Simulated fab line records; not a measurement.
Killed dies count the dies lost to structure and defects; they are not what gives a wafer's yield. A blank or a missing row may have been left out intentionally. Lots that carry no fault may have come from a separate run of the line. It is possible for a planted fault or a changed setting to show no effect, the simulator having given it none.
fab line records | flow nand-harc
record lots=6 wafers=17 last-day=24
route steps=1159 shown A_ONON_D1@426
lots with no fault: from the same line, run without faults
start-h: hours from the record's opening day to when the first of the lot's shown wafers began | wait-h: hours elapsed since this lot's preceding step | " the same as in the row above | L1.1+2: a row that stands for several wafers | - no value present, or no start provided | * or withheld: withheld | < > ~ a bound
route shown NAME@n: NAME is a module with steps in the file, n the number in the route of the first one | usual: average and standard deviation across the fault-free wafers | same: alike in all rows | chamber/n: place in a boat | sites: the reading at each site | _std_site: the standard deviation of these | _edge_site: inner sites' mean taken away from outer sites' mean | radius-mm: how far each site lies from the wafer's centre | mask NAME#n: copy n | behind: the most recent tool/chamber to have shaped the wafer | hold: reason for holding the lot/hours on hold/outcome of the hold | device: whichever transistor did not switch (one of n, p or np) | end of line: tests of these same wafers at the route's end | for a step that has no rows: nothing shown but its recipe | killed: dies lost to structure and defects at the first sort, not the wafer's yield | map: a wafer's dies, marking killed ones x, the rest . and places with no die _
set.NAME: the setting as run; set.NAME@STEP: as run at that earlier step | model.NAME: the simulator's own value behind a step, which no gauge read
a table for each step, a row for each wafer; lots at some steps of the route
services: a tool's chamber out of use, with start hour (start-h, from the record's first day; less than 0 if before it), hours out, and reason
## steps
# step NHARC_A_ONON_D1_DEP_03
# recipe target-thk-a=10000 n2-flow-sccm=2750 n2o-flow-sccm=2000 nh3-flow-sccm=500 sih4-flow-sccm=210 temp-c=400
# step NHARC_A_ONON_D1_THK_MEAS_05
# recipe thk-meas-gauge=ellipsometry
# usual thk-nm=1000/7.1
# columns lot.wafer tool chamber start-h wait-h thk-nm
L336.2 film-metro-01 - 172.37 - 997
L336.5 " - " " 997
L336.6 " - " " 997
L341.1 film-metro-01 - 181.88 - 1005
L341.3 " - " " 1007
L341.4 " - " " 1007
L349.1 film-metro-02 - 255.64 - 1005
L349.3 " - " " 1005
L351.2 film-metro-01 - 262.26 - 994
L351.5 " - " " 994
L351.6 " - " " 994
L353.3 film-metro-01 - 262.37 - 1007
L353.4 " - " " 1008
L353.6 " - " " 1007
L357.2 film-metro-01 - 285.79 - 998
L357.4 " - " " 998
L357.6 " - " " 999
# step NHARC_A_ONON_D1_DEP_06
# recipe target-thk-a=10000 n2-flow-sccm=2750 n2o-flow-sccm=2000 nh3-flow-sccm=500 sih4-flow-sccm=210 temp-c=400
# step NHARC_A_ONON_D1_THK_MEAS_08
# recipe thk-meas-gauge=ellipsometry
# usual thk-nm=999/8.4
# columns lot.wafer tool chamber start-h wait-h thk-nm
L336.2 film-metro-02 - 172.93 - 1000
L336.5 " - " " 999
L336.6 " - " " 997
L341.1 film-metro-02 - 182.58 - 991
L341.3 " - " " 990
L341.4 " - " " 990
L349.1 film-metro-02 - 256.20 - 1006
L349.3 " - " " 1004
L351.2 film-metro-02 - 262.83 - 989
L351.5 " - " " 991
L351.6 " - " " 987
L353.3 film-metro-02 - 262.94 - 1001
L353.4 " - " " 1001
L353.6 " - " " 1001
L357.2 film-metro-01 - 286.35 - 1006
L357.4 " - " " 1007
L357.6 " - " " 1007
# step NHARC_A_ONON_D1_DEP_09
# recipe target-thk-a=10000 n2-flow-sccm=2750 n2o-flow-sccm=2000 nh3-flow-sccm=500 sih4-flow-sccm=210 temp-c=400
# step NHARC_A_ONON_D1_THK_MEAS_11
# recipe thk-meas-gauge=ellipsometry
# usual thk-nm=1003/6.4
# columns lot.wafer tool chamber start-h wait-h thk-nm
L336.2 film-metro-02 - 173.50 - 1004
L336.5 " - " " 1005
L336.6 " - " " 1003
L341.1 film-metro-01 - 183.14 - 1002
L341.3 " - " " 1003
L341.4 " - " " 1004
L349.1 film-metro-01 - 256.77 - 1011
L349.3 " - " " 1008
L351.2 film-metro-02 - 263.40 - 1007
L351.5 " - " " 1007
L351.6 " - " " 1008
L353.3 film-metro-02 - 263.51 - 992
L353.4 " - " " 990
L353.6 " - " " 989
L357.2 film-metro-02 - 286.92 - 1004
L357.4 " - " " 1005
L357.6 " - " " 1006
# step NHARC_A_ONON_D1_DEP_12
# recipe target-thk-a=10000 n2-flow-sccm=2750 n2o-flow-sccm=2000 nh3-flow-sccm=500 sih4-flow-sccm=210 temp-c=400
# step NHARC_A_ONON_D1_THK_MEAS_14
# recipe thk-meas-gauge=ellipsometry
# usual thk-nm=1002/10
# columns lot.wafer tool chamber start-h wait-h thk-nm
L336.2 film-metro-02 - 174.06 - 1009
L336.5 " - " " 1012
L336.6 " - " " 1012
L341.1 film-metro-01 - 183.71 - 1013
L341.3 " - " " 1015
L341.4 " - " " 1015
L349.1 film-metro-02 - 257.33 - 1007
L349.3 " - " " 1007
L351.2 film-metro-02 - 263.96 - 1007
L351.5 " - " " 1006
L351.6 " - " " 1008
L353.3 film-metro-02 - 264.08 - 1016
L353.4 " - " " 1016
L353.6 " - " " 1016
L357.2 film-metro-02 - 287.51 - 1007
L357.4 " - " " 1004
L357.6 " - " " 1006
# step NHARC_A_ONON_D1_ANNEAL_15
# recipe temp-c=750 time-s=3600
# step NHARC_A_ONON_D1_DEP_16
# recipe target-thk-a=10000 n2-flow-sccm=2750 n2o-flow-sccm=2000 nh3-flow-sccm=500 sih4-flow-sccm=210 temp-c=400
# step NHARC_A_ONON_D1_THK_MEAS_18
# recipe thk-meas-gauge=ellipsometry
# usual thk-nm=1000/10
# columns lot.wafer tool chamber start-h wait-h thk-nm
L336.2 film-metro-02 - 181.23 - 1008
L336.5 " - " " 1009
L336.6 " - " " 1009
L341.1 film-metro-02 - 192.65 - 1005
L341.3 " - " " 1005
L341.4 " - " " 1007
L349.1 film-metro-01 - 264.42 - 998
L349.3 " - " " 998
L353.3 film-metro-01 - 273.83 - 985
L353.4 " - " " 985
L353.6 " - " " 985
L351.2 film-metro-02 - 273.84 - 1011
L351.5 " - " " 1009
L351.6 " - " " 1011
L357.2 film-metro-01 - 294.61 - 1012
L357.4 " - " " 1010
L357.6 " - " " 1012
# step NHARC_A_ONON_D1_DEP_19
# recipe target-thk-a=10000 n2-flow-sccm=2750 n2o-flow-sccm=2000 nh3-flow-sccm=500 sih4-flow-sccm=210 temp-c=400
# usual nh3-flow-sccm=500.1/1.5
# columns lot.wafer tool chamber start-h wait-h nh3-flow-sccm
L336.2 pecvd-onon-03 0 181.43 0.2 501.4
L336.5 " 0 " " 502.6
L336.6 " 0 " " 502.3
L341.1 pecvd-onon-04 0 192.70 0.1 498.3
L341.3 " 0 " " 498.8
L341.4 " 0 " " 499.1
L349.1 pecvd-onon-04 0 264.48 0.1 498.8
L349.3 " 0 " " 498.9
L351.2 pecvd-onon-04 0 273.95 0.1 502.2
L351.5 " 0 " " 502.4
L351.6 " 0 " " 503.5
L353.3 pecvd-onon-03 0 274.01 0.2 499.1
L353.4 " 0 " " 499.8
L353.6 " 0 " " 501.7
L357.2 pecvd-onon-03 0 294.72 0.1 501.9
L357.4 " 0 " " 503.0
L357.6 " 0 " " 502.2
# step NHARC_A_ONON_D1_THK_MEAS_21
# recipe thk-meas-gauge=ellipsometry
# usual thk-nm=998/8.2
# columns lot.wafer tool chamber start-h wait-h thk-nm
L336.2 film-metro-02 - 181.88 - 995
L336.5 " - " " 994
L336.6 " - " " 993
L341.1 film-metro-02 - 193.24 - 1007
L341.3 " - " " 1008
L341.4 " - " " 1008
L349.1 film-metro-02 - 264.99 - 992
L349.3 " - " " 904
L353.3 film-metro-02 - 274.40 - 991
L353.4 " - " " 990
L353.6 " - " " 992
L351.2 film-metro-02 - 274.40 - 915
L351.5 " - " " 1000
L351.6 " - " " 1000
L357.2 film-metro-01 - 295.17 - 1001
L357.4 " - " " 1003
L357.6 " - " " 1000
# step NHARC_A_ONON_D1_DEP_22
# recipe target-thk-a=10000 n2-flow-sccm=2750 n2o-flow-sccm=2000 nh3-flow-sccm=500 sih4-flow-sccm=210 temp-c=400
## services
# columns tool chamber start-h hours kind
pecvd-onon-04 - 237.00 13.0 pm
## key
first-sign step=NHARC_A_ONON_D1_THK_MEAS_21 reading=thk-nm direction=down sigmas=11 usual=998 struck=909
effect none on later readings
met-at NHARC_A_ONON_D1_DEP_19
struck-wafers L349.3,L351.2
later-rows-left-out L349.3,L351.2
sort-left-out L349.3,L351.2
tester-left-out L349,L351
onset-between 192.70 264.48
fault kind=process-parameter-drift tool=pecvd-onon-04 chamber=- onset-h=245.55 steps=NHARC_A_ONON_D1_DEP_19 channel=target-thk-a offset=* shape=step end-h=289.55 scope=struck-wafers-only acts-in=* stated=*
# tester-left-out: of these lots the tester's yield and bins aren't shown, on N5 and GAA mostly nor the transistor test; their killed dies are dies lost to structure and defects alone, not to doping, threshold or leakage, so they don't give the yield
# sort-left-out: the simulated sort isn't trusted on such a fault, so these wafers' sort isn't shown, and their yield isn't known
# later-rows-left-out: the simulator's readings of these wafers behind a module that went badly wrong aren't trusted and aren't shown, but for the sort
